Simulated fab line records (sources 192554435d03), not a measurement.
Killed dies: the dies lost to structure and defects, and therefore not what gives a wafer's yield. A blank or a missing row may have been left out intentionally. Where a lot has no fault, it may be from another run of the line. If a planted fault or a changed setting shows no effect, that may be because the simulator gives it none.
Chamber matching ; flow n5 finfet ; 3 sister chambers for N5_BEOL_M0_SAQP_PECVD_00 on pecvd-04
The step deposits SiCN from 3MS/NH3, target thk 8 nm, time 14 s. 3 wafers are shown with their chamber, then 12 later ones without.

## WAFERS PAIRED WITH THEIR CHAMBERS
wafer;chamber;throttle valve pct (%)
L088.1;2;8.9
L088.3;0;9.6
L088.6;1;10.0

## WAFERS WITH NO CHAMBER GIVEN
wafer;throttle valve pct (%)
L089.3;10.4
L089.4;8.7
L089.6;10.0
L090.4;8.8
L090.5;8.8
L090.6;10.3
L095.1;8.8
L095.3;9.8
L095.5;10.1
L097.2;10.0
L097.3;9.3
L097.4;8.9

## WHICH CHAMBER EACH ONE RAN IN
wafer;from the rows above;in truth
L089.3;1;1
L089.4;2;2
L089.6;1;1
L090.4;2;2
L090.5;2;2
L090.6;1;1
L095.1;2;2
L095.3;can't be placed: 1 or 0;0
L095.5;1;1
L097.2;1;1
L097.3;can't be placed: 0 or 2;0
L097.4;2;2
Placed correctly: 10 of 12. Unplaceable from these rows: 2, with the true chamber sitting among the candidates in 2. Placed wrongly: 0.
How it was worked out, from the rows above alone: a wafer's distance from a chamber is the root of the sum, over the readings, of the square of ((its reading less the chamber's mean) divided by the reading's scatter). The wafer belongs to the nearest chamber; if the next one is less than 2 further off, it can't be placed. Each chamber's mean is taken over the wafers shown for it. The scatter: with one shown wafer a chamber, the root of the mean of the squares of how far each hidden wafer lies from its nearest shown one.
